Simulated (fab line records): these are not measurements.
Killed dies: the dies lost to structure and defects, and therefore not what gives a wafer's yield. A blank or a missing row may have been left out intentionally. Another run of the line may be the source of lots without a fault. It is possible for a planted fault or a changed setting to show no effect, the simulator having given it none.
8D (eight disciplines) problem report, filled in by code :: flow nand-harc :: the parts of the form that need people (team, actions taken, sign-off) are left out

## 1. WHAT WENT WRONG
Mean of raw-defect-count at NHARC_P_GATE_INSPECT_28: 1430 across 6 wafers in 2 lots; on wafers with no fault it is 6 (standard deviation 3.4). That is +99 or more standard deviations from the usual mean.
First seen on wafer L582.1, day 12 12:17, on defect-inspect-02. The record holds 33 wafers of 11 lots with a number at this step. Rule for "out" (also "out of limits"): further than 4 standard deviations from the usual mean. All remaining wafers that have a number are taken as sound.

## 2. WHAT IT IS, WHAT IT ISN'T
question: which readings at this step
is: raw-defect-count
is not: -

question: which lots
is: L582, L583
is not: L567, L569, L570, L574, L577, L578, L579, L581, L587

question: which wafers of those lots
is: all that have a number
is not: -

question: read on which gauges
is: defect-inspect-02
is not: defect-inspect-01

question: when
is: from day 12 12:17
is not: up to then (24 sound wafers); but 3 sound wafers of L587 came after

## 3. WHAT RULES OUT EACH SUSPECT
Counting: a tool stays on the suspect list if, at a process step up to the reading, it processed all lots that are out and no sound lot following the first of them.
- the gauge at NHARC_P_GATE_INSPECT_28: ruled out. All the wafers that are out were read on defect-inspect-02, but those of them that NHARC_END_SORT_01 has rows for are out there too, on other tools.
- wet-bench-06 at NHARC_P_GATE_PRECLEAN_71 (cleans in SC1): kept. All lots that are out passed through it, beginning with L582 at day 11 17:17, and no sound lot followed; its final sound lot before that point was L578 at day 9 17:20.
After counting, what remains is wet-bench-06 at NHARC_P_GATE_PRECLEAN_71.

## 4. THE CAUSE (what the simulator had put in)
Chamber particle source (wet-bench-06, NHARC_P_GATE_PRECLEAN_71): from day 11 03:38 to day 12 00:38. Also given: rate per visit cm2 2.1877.
After counting, this tool was the only one left.

## 5. THE CHAIN OF EFFECTS, in route order
Each row: a reading whose mean over the struck wafers that have a number lies more than 3 standard deviations from the usual. Readings are gone through only where the record gives a usual standard deviation; hours: the median, over the lots, of the time from a lot's start at the first step in this table giving one to that lot's start at this step; sigmas: the change measured in usual standard deviations.
hours: 0
step: NHARC_P_GATE_INSPECT_28
reading: raw-defect-count
usual: 6
on struck wafers: 1430
change: +1424
sigmas: +99 or more

hours: 18
step: NHARC_P_GATE_INSPECT_68
reading: raw-defect-count
usual: 193
on struck wafers: 1599
change: +1406
sigmas: +22

hours: 472
step: NHARC_END_SORT_01
reading: killed-at-periphery
usual: 3.9
on struck wafers: 101.5
change: +97.6
sigmas: +35

hours: 472
step: NHARC_END_SORT_01
reading: killed-dies
usual: 62
on struck wafers: 163
change: +101
sigmas: +5.6

## 6. WHAT WOULD HAVE CAUGHT IT SOONER
Counted from the fault's start at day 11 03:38, it took 33 hours until the first out-of-limits reading at a measuring or inspecting step in this record, taken at day 12 12:17.
Tool readings at NHARC_P_GATE_PRECLEAN_71 with a usual standard deviation given in the record: none out on any struck wafer, hence no alarm at a limit of 4 standard deviations on them.
All the lots that are out (2) had begun NHARC_P_GATE_PRECLEAN_71 on wet-bench-06 by day 12 12:17. Had the tool been put on hold then, not one of them would have been saved.
